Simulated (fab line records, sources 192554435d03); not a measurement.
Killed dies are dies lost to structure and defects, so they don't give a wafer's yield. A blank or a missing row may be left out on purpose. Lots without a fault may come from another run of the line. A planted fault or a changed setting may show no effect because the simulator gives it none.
Which tool did it? | flow n5_finfet | 24 lots, 72 wafers sampled, at 5 steps of a route of 1938

WHAT THE GAUGES READ, wafer by wafer
N5_BEOL_M0_SAQP_CD_MEAS_40: target cd 30 nm.
lot  | measured     | on        | cd_nm (nm)
L074 | day 5 19:02  | cd_sem-01 | 30.02 30.01 30.44
L075 | day 6 04:00  | cd_sem-02 | 29.90 29.74 30.10
L076 | day 6 21:08  | cd_sem-02 | 29.63 29.74 29.62
L077 | day 6 23:35  | cd_sem-03 | 29.77 29.94 29.91
L078 | day 7 01:47  | cd_sem-03 | 30.17 30.09 30.20
L079 | day 7 07:47  | cd_sem-01 | 30.01 30.56 30.18
L080 | day 7 09:44  | cd_sem-03 | 29.76 29.90 29.98
L081 | day 7 12:33  | cd_sem-01 | 30.05 29.82 29.65
L082 | day 7 15:49  | cd_sem-02 | 30.22 30.42 29.50
L083 | day 7 19:07  | cd_sem-01 | 30.42 29.64 30.15
L084 | day 8 05:27  | cd_sem-03 | 29.85 30.09 30.24
L085 | day 8 12:37  | cd_sem-01 | 30.00 29.76 29.73
L086 | day 8 17:31  | cd_sem-03 | 29.90 30.04 29.95
L087 | day 8 20:51  | cd_sem-01 | 30.20 30.13 30.19
L088 | day 9 01:37  | cd_sem-01 | 29.62 29.89 29.85
L089 | day 9 13:31  | cd_sem-01 | 29.74 30.34 30.13
L090 | day 9 21:13  | cd_sem-03 | 30.35 30.38 29.90
L091 | day 10 01:16 | cd_sem-01 | 29.79 30.05 29.64
L092 | day 10 05:52 | cd_sem-01 | 29.98 30.22 29.65
L093 | day 10 12:26 | cd_sem-01 | 30.14 30.06 30.24
L095 | day 11 03:09 | cd_sem-02 | 29.89 30.03 30.06
L094 | day 11 05:08 | cd_sem-01 | 30.09 30.09 29.97
L096 | day 11 06:01 | cd_sem-03 | 29.69 30.49 30.21
L097 | day 11 10:31 | cd_sem-02 | 29.88 30.17 29.96

WHICH TOOL RAN EACH LOT (tool, then ch and the chambers of the sampled wafers, then the start)
lot  | N5_BEOL_M0_SAQP_HM_DEP_02    | N5_BEOL_M0_SAQP_DESCUM_19          | N5_BEOL_M0_SAQP_ETCH_84            | N5_BEOL_M0_SAQP_SPACER2_ALD_26
L074 | pvd_sputter-01, day 5 14:26  | rie_diel-02 ch 0,1,2, day 5 15:12  | rie_diel-02 ch 0,1,2, day 5 15:17  | ald_sin-03 ch 0,3, day 5 17:52
L075 | pvd_sputter-02, day 5 23:11  | rie_diel-04 ch 0,1,2, day 6 00:04  | rie_diel-04 ch 0,1,2, day 6 00:08  | ald_sin-02 ch 1,2, day 6 02:49
L076 | pvd_sputter-01, day 6 14:04  | rie_diel-02 ch 0,1,3, day 6 14:52  | rie_diel-02 ch 0,1,3, day 6 14:56  | ald_sin-02 ch 0,1, day 6 19:50
L077 | pvd_sputter-02, day 6 17:16  | rie_diel-04 ch 0,1,2, day 6 18:24  | rie_diel-04 ch 0,1,2, day 6 18:29  | ald_sin-03 ch 1,2,3, day 6 22:25
L078 | pvd_sputter-02, day 6 20:38  | rie_diel-03 ch 0,1,2, day 6 21:32  | rie_diel-03 ch 0,1,2, day 6 21:38  | ald_sin-02 ch 0,2, day 7 00:37
L079 | pvd_sputter-03, day 7 01:50  | rie_diel-02 ch 0,1,2, day 7 02:51  | rie_diel-02 ch 0,1,2, day 7 02:56  | ald_sin-02 ch 0,2,3, day 7 06:23
L080 | pvd_sputter-02, day 7 04:25  | rie_diel-03 ch 1,2,3, day 7 05:28  | rie_diel-03 ch 1,2,3, day 7 05:32  | ald_sin-02 ch 2,3, day 7 08:37
L081 | pvd_sputter-01, day 7 07:56  | rie_diel-02 ch 2,3, day 7 08:52    | rie_diel-02 ch 2,3, day 7 08:58    | ald_sin-02 ch 1,2, day 7 11:30
L082 | pvd_sputter-01, day 7 11:04  | rie_diel-02 ch 2,3, day 7 11:58    | rie_diel-02 ch 2,3, day 7 12:03    | ald_sin-04 ch 2,3, day 7 14:35
L083 | pvd_sputter-01, day 7 14:13  | rie_diel-04 ch 1,2, day 7 15:03    | rie_diel-04 ch 1,2, day 7 15:08    | ald_sin-04 ch 1,3, day 7 17:55
L084 | pvd_sputter-03, day 8 00:42  | rie_diel-04 ch 0,3, day 8 01:38    | rie_diel-04 ch 0,3, day 8 01:44    | ald_sin-04 ch 0,1,3, day 8 04:24
L085 | pvd_sputter-03, day 8 07:29  | rie_diel-03 ch 0,1,3, day 8 08:30  | rie_diel-03 ch 0,1,3, day 8 08:35  | ald_sin-02 ch 0,1,3, day 8 11:34
L086 | pvd_sputter-02, day 8 12:16  | rie_diel-02 ch 0,2,3, day 8 13:17  | rie_diel-02 ch 0,2,3, day 8 13:22  | ald_sin-02 ch 0,1,3, day 8 16:28
L087 | pvd_sputter-01, day 8 15:47  | rie_diel-03 ch 0,1,3, day 8 16:47  | rie_diel-03 ch 0,1,3, day 8 16:52  | ald_sin-03 ch 0,3, day 8 19:40
L088 | pvd_sputter-03, day 8 19:31  | rie_diel-03 ch 2,3, day 8 20:17    | rie_diel-03 ch 2,3, day 8 20:22    | ald_sin-03 ch 0,1,2, day 9 00:34
L089 | pvd_sputter-03, day 9 07:54  | rie_diel-03 ch 0,1,2, day 9 08:50  | rie_diel-03 ch 0,1,2, day 9 08:55  | ald_sin-02 ch 1,2, day 9 12:20
L090 | pvd_sputter-01, day 9 16:07  | rie_diel-04 ch 0,1,3, day 9 16:58  | rie_diel-04 ch 0,1,3, day 9 17:04  | ald_sin-03 ch 0,1,2, day 9 19:47
L091 | pvd_sputter-03, day 9 19:30  | rie_diel-02 ch 0,2,3, day 9 20:38  | rie_diel-02 ch 0,2,3, day 9 20:44  | ald_sin-02 ch 1,2,3, day 9 23:54
L092 | pvd_sputter-01, day 10 01:20 | rie_diel-02 ch 0,1,3, day 10 02:07 | rie_diel-02 ch 0,1,3, day 10 02:12 | ald_sin-04 ch 0,2, day 10 04:41
L093 | pvd_sputter-02, day 10 07:17 | rie_diel-03 ch 1,2,3, day 10 08:11 | rie_diel-03 ch 1,2,3, day 10 08:17 | ald_sin-03 ch 0,2,3, day 10 11:05
L095 | pvd_sputter-03, day 10 20:31 | rie_diel-03 ch 1,3, day 10 22:08   | rie_diel-03 ch 1,3, day 10 22:14   | ald_sin-03 ch 1,2,3, day 11 01:54
L094 | pvd_sputter-03, day 10 23:42 | rie_diel-02 ch 1,2, day 11 00:36   | rie_diel-02 ch 1,2, day 11 00:41   | ald_sin-03 ch 0,1,3, day 11 04:05
L096 | pvd_sputter-03, day 11 01:02 | rie_diel-04 ch 0,1, day 11 01:56   | rie_diel-04 ch 0,1, day 11 02:01   | ald_sin-02 ch 1,3, day 11 04:49
L097 | pvd_sputter-03, day 11 05:53 | rie_diel-04 ch 0,1,3, day 11 06:41 | rie_diel-04 ch 0,1,3, day 11 06:46 | ald_sin-04 ch 0,3, day 11 09:20
- N5_BEOL_M0_SAQP_HM_DEP_02: deposits TiN, target thk 12 nm.
- N5_BEOL_M0_SAQP_DESCUM_19: chemistry O2, time 7.9 s.
- N5_BEOL_M0_SAQP_ETCH_84: etches SOC in N2/H2, target depth 100 nm, overetch 20 nm, time 150 s.
- N5_BEOL_M0_SAQP_SPACER2_ALD_26: deposits SiO2, target thk 15 nm, pulse time 1 s, purge time 2 s.

WHAT THE TOOLS THEMSELVES READ (means of the sampled wafers that have a number; where no wafer has one, the mark that the record gives instead)
N5_BEOL_M0_SAQP_HM_DEP_02.
lot  | tool           | throttle_valve_pct (%)
L074 | pvd_sputter-01 | 30.0
L075 | pvd_sputter-02 | 30.7
L076 | pvd_sputter-01 | 30.4
L077 | pvd_sputter-02 | 29.6
L078 | pvd_sputter-02 | 30.8
L079 | pvd_sputter-03 | 30.1
L080 | pvd_sputter-02 | 30.0
L081 | pvd_sputter-01 | 29.8
L082 | pvd_sputter-01 | 30.0
L083 | pvd_sputter-01 | 30.0
L084 | pvd_sputter-03 | 28.4
L085 | pvd_sputter-03 | 30.2
L086 | pvd_sputter-02 | 30.2
L087 | pvd_sputter-01 | 29.8
L088 | pvd_sputter-03 | 30.3
L089 | pvd_sputter-03 | 29.2
L090 | pvd_sputter-01 | 30.0
L091 | pvd_sputter-03 | 29.3
L092 | pvd_sputter-01 | 30.2
L093 | pvd_sputter-02 | 30.9
L095 | pvd_sputter-03 | 31.5
L094 | pvd_sputter-03 | 29.4
L096 | pvd_sputter-03 | 30.1
L097 | pvd_sputter-03 | 30.2

N5_BEOL_M0_SAQP_DESCUM_19.
lot  | tool        | drypump_motor_current_A (A) | o2_flow_sccm (sccm) | oes_product_au (a.u.) | rf_vpp_V (V) | showerhead_plenum_p_Torr (Torr) | throttle_valve_pct (%)
L074 | rie_diel-02 | 5.7                         | 225.4               | 0.86                  | 243.8        | 2.10                            | 20.1
L075 | rie_diel-04 | 5.9                         | 225.4               | 0.75                  | 243.6        | 2.15                            | 20.5
L076 | rie_diel-02 | 5.7                         | 225.3               | 0.84                  | 243.7        | 2.13                            | 20.3
L077 | rie_diel-04 | 5.9                         | 224.7               | 0.75                  | 244.4        | 2.15                            | 20.6
L078 | rie_diel-03 | 5.6                         | 224.3               | 0.78                  | 243.3        | 2.07                            | 20.5
L079 | rie_diel-02 | 5.7                         | 225.7               | 0.84                  | 244.2        | 2.10                            | 20.1
L080 | rie_diel-03 | 5.5                         | 224.6               | 0.82                  | 243.3        | 2.12                            | 20.5
L081 | rie_diel-02 | 6.6                         | 225.1               | 0.95                  | 245.7        | 2.19                            | 20.1
L082 | rie_diel-02 | 6.6                         | 224.9               | 0.94                  | 244.2        | 2.15                            | 19.9
L083 | rie_diel-04 | 6.1                         | 224.3               | 0.74                  | 245.2        | 2.18                            | 20.3
L084 | rie_diel-04 | 5.6                         | 225.5               | 0.71                  | 243.5        | 2.11                            | 20.6
L085 | rie_diel-03 | 5.8                         | 225.6               | 0.80                  | 244.2        | 2.11                            | 20.4
L086 | rie_diel-02 | 6.1                         | 225.1               | 0.85                  | 243.4        | 2.14                            | 20.3
L087 | rie_diel-03 | 5.9                         | 225.0               | 0.79                  | 243.6        | 2.11                            | 20.4
L088 | rie_diel-03 | 5.4                         | 225.0               | 0.84                  | 243.8        | 2.19                            | 20.3
L089 | rie_diel-03 | 5.7                         | 225.3               | 0.76                  | 243.4        | 2.06                            | 20.5
L090 | rie_diel-04 | 5.9                         | 225.1               | 0.82                  | 243.1        | 2.13                            | 20.3
L091 | rie_diel-02 | 6.1                         | 224.8               | 0.83                  | 243.0        | 2.13                            | 20.3
L092 | rie_diel-02 | 5.7                         | 224.9               | 0.80                  | 244.4        | 2.13                            | 20.3
L093 | rie_diel-03 | 5.6                         | 225.7               | 0.79                  | 242.7        | 2.11                            | 20.5
L095 | rie_diel-03 | 5.9                         | 225.2               | 0.77                  | 243.0        | 2.07                            | 20.5
L094 | rie_diel-02 | 6.2                         | 225.1               | 0.86                  | 243.7        | 2.10                            | 19.8
L096 | rie_diel-04 | 5.8                         | 225.2               | 0.72                  | 243.4        | 2.10                            | 20.6
L097 | rie_diel-04 | 5.9                         | 224.7               | 0.80                  | 243.5        | 2.13                            | 20.3

N5_BEOL_M0_SAQP_ETCH_84.
lot  | tool        | drypump_motor_current_A (A) | oes_product_au (a.u.) | rf_vpp_V (V) | showerhead_plenum_p_Torr (Torr) | throttle_valve_pct (%)
L074 | rie_diel-02 | 5.7                         | 0.76                  | 524.5        | 2.58                            | 17.68
L075 | rie_diel-04 | 5.9                         | 0.67                  | 525.1        | 2.60                            | 17.84
L076 | rie_diel-02 | 5.7                         | 0.75                  | 526.2        | 2.61                            | 17.75
L077 | rie_diel-04 | 5.9                         | 0.67                  | 525.4        | 2.60                            | 17.84
L078 | rie_diel-03 | 5.6                         | 0.70                  | 523.0        | 2.51                            | 17.85
L079 | rie_diel-02 | 5.7                         | 0.74                  | 524.0        | 2.57                            | 17.69
L080 | rie_diel-03 | 5.6                         | 0.74                  | 524.0        | 2.56                            | 17.72
L081 | rie_diel-02 | 6.6                         | 0.83                  | 527.9        | 2.68                            | 17.61
L082 | rie_diel-02 | 6.6                         | 0.82                  | 526.1        | 2.65                            | 17.55
L083 | rie_diel-04 | 6.1                         | 0.67                  | 527.5        | 2.64                            | 17.70
L084 | rie_diel-04 | 5.7                         | 0.64                  | 525.4        | 2.55                            | 17.92
L085 | rie_diel-03 | 5.9                         | 0.71                  | 524.7        | 2.55                            | 17.78
L086 | rie_diel-02 | 6.1                         | 0.75                  | 525.3        | 2.61                            | 17.79
L087 | rie_diel-03 | 5.8                         | 0.71                  | 524.5        | 2.55                            | 17.77
L088 | rie_diel-03 | 5.4                         | 0.76                  | 527.3        | 2.65                            | 17.64
L089 | rie_diel-03 | 5.7                         | 0.68                  | 522.7        | 2.50                            | 17.89
L090 | rie_diel-04 | 5.9                         | 0.73                  | 524.4        | 2.58                            | 17.63
L091 | rie_diel-02 | 6.1                         | 0.73                  | 525.1        | 2.61                            | 17.81
L092 | rie_diel-02 | 5.7                         | 0.72                  | 526.0        | 2.60                            | 17.80
L093 | rie_diel-03 | 5.6                         | 0.72                  | 523.8        | 2.55                            | 17.78
L095 | rie_diel-03 | 5.9                         | 0.70                  | 522.3        | 2.50                            | 17.81
L094 | rie_diel-02 | 6.2                         | 0.76                  | 524.9        | 2.59                            | 17.53
L096 | rie_diel-04 | 5.8                         | 0.64                  | 524.6        | 2.54                            | 17.91
L097 | rie_diel-04 | 5.9                         | 0.71                  | 525.6        | 2.58                            | 17.65

N5_BEOL_M0_SAQP_SPACER2_ALD_26.
lot  | tool       | chamber_pressure_Torr (Torr) | heater_power_w (W) | precursor_pulse_height_rel
L074 | ald_sin-03 | 2.005                        | 484                | 0.989
L075 | ald_sin-02 | 2.005                        | 450                | 0.995
L076 | ald_sin-02 | 1.998                        | 420                | 1.004
L077 | ald_sin-03 | 2.000                        | 438                | 0.986
L078 | ald_sin-02 | 1.998                        | 473                | 1.017
L079 | ald_sin-02 | 2.002                        | 455                | 1.004
L080 | ald_sin-02 | 2.005                        | 452                | 0.995
L081 | ald_sin-02 | 1.996                        | 452                | 0.975
L082 | ald_sin-04 | 1.998                        | 565                | 0.997
L083 | ald_sin-04 | 2.000                        | 472                | 0.974
L084 | ald_sin-04 | 1.999                        | 495                | 1.003
L085 | ald_sin-02 | 2.004                        | 435                | 1.018
L086 | ald_sin-02 | 2.001                        | 432                | 1.009
L087 | ald_sin-03 | 1.999                        | 485                | 1.011
L088 | ald_sin-03 | 2.001                        | 453                | 1.002
L089 | ald_sin-02 | 2.003                        | 436                | 1.009
L090 | ald_sin-03 | 2.001                        | 456                | 0.996
L091 | ald_sin-02 | 2.000                        | 433                | 0.990
L092 | ald_sin-04 | 2.001                        | 518                | 1.012
L093 | ald_sin-03 | 2.000                        | 474                | 1.011
L095 | ald_sin-03 | 2.002                        | 436                | 0.995
L094 | ald_sin-03 | 2.003                        | 467                | 1.012
L096 | ald_sin-02 | 2.000                        | 419                | 1.004
L097 | ald_sin-04 | 1.996                        | 529                | 1.011

THE ANSWER, worked out from the rows above alone
Rule: what is usual is taken from the lots themselves. Put in order of their means at a reading, lots are off if they are a third of the lots or fewer, leave a main group of 4 or more, and stand apart from it by a gap of 3 or more times the standard deviation of the main group's means; of several such gaps the widest counts. A main group whose means are all the same, to the digits that the tables above print for the reading, isn't used. A lot without any number at a reading at which 4 lots or more have one is off too. The other lots that the step has rows for count as sound. The gauges are gone through in route order, then the tools' own readings, and for those a lot's mean is taken as printed above. The first step at which some lot is off is used, and at that step the reading that is off furthest; a lot without a number counts as furthest.
No lot is off at any reading shown: from this, nothing can be told.

WHAT THE SIMULATOR HAD PUT IN
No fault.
